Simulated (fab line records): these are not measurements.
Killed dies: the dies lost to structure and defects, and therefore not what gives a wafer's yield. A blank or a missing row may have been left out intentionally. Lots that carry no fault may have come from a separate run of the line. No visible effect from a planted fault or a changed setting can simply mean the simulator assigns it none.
Chamber matching -- flow n5Finfet -- N5_BEOL_M12_DESCUM_33 on rieDiel-04: 3 sister chambers
The step chemistry O2, time 7.9 s. 3 wafers are shown with their chamber, then 6 later ones without.

WAFERS WITH THEIR CHAMBER
wafer,chamber,throttleValvePct (%)
L091.5,3,20.11
L092.3,2,20.62
L092.5,1,19.99

WAFERS WITH NO CHAMBER GIVEN
wafer,throttleValvePct (%)
L095.2,20.61
L095.5,20.63
L095.6,20.01
L097.2,20.01
L097.4,20.64
L097.6,20.10

THE CHAMBER EACH PASSED THROUGH
wafer,from the rows above,in truth
L095.2,2,2
L095.5,2,2
L095.6,1,1
L097.2,1,1
L097.4,2,2
L097.6,3,3
6 of 6 placed correctly. Left unplaced by these rows: 0. Placed wrongly: 0.
How it was worked out, from the rows above alone: a wafer's distance from a chamber is the root of the sum, over the readings, of the square of ((its reading less the chamber's mean) divided by the reading's scatter). The wafer belongs to the nearest chamber; if the next one is less than 2 further off, it can't be placed. A chamber's mean is the mean of its shown wafers. The scatter: with one shown wafer a chamber, the root of the mean of the squares of how far each hidden wafer lies from its nearest shown one.
